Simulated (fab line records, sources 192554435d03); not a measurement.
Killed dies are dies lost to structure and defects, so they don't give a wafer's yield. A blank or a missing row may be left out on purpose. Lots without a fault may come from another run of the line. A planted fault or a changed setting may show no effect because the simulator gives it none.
Which tool did it? | flow n5_finfet | 10 lots, 30 wafers sampled, at 1 step of a route of 1938

WHAT THE GAUGES READ, wafer by wafer
N5_ZERO_LAYER_CD_MEAS_11: target cd 2000 nm.
lot  | measured    | on        | cd_nm (nm)
L075 | day 1 18:46 | cd_sem-01 | 2000.6 2000.7 2000.5
L077 | day 2 06:40 | cd_sem-02 | 2002.4 2001.3 2001.9
L079 | day 2 18:47 | cd_sem-02 | 2002.0 2000.3 2002.4
L081 | day 3 06:38 | cd_sem-03 | 2000.6 2001.8 2003.3
L083 | day 3 18:47 | cd_sem-01 | 1998.5 2000.4 1998.1
L085 | day 4 06:46 | cd_sem-02 | 2002.5 2002.6 2000.5
L089 | day 5 06:42 | cd_sem-02 | 2000.1 2000.5 1999.5
L091 | day 5 18:39 | cd_sem-01 | 2001.0 2000.3 1999.3
L093 | day 6 06:38 | cd_sem-03 | 2001.8 2000.0 1999.7
L095 | day 6 18:40 | cd_sem-03 | 2000.7 2000.4 2000.0

WHICH TOOL RAN EACH LOT (tool, then ch and the chambers of the sampled wafers, then the start)
The record holds no process step before these readings.

THE ANSWER, worked out from the rows above alone
Rule: what is usual is taken from the lots themselves. Put in order of their means at a reading, lots are off if they are a third of the lots or fewer, leave a main group of 4 or more, and stand apart from it by a gap of 3 or more times the standard deviation of the main group's means; of several such gaps the widest counts. A main group whose means are all the same, to the digits that the tables above print for the reading, isn't used. A lot without any number at a reading at which 4 lots or more have one is off too. The other lots that the step has rows for count as sound.
No lot is off at any reading shown: from this, nothing can be told.

WHAT THE SIMULATOR HAD PUT IN
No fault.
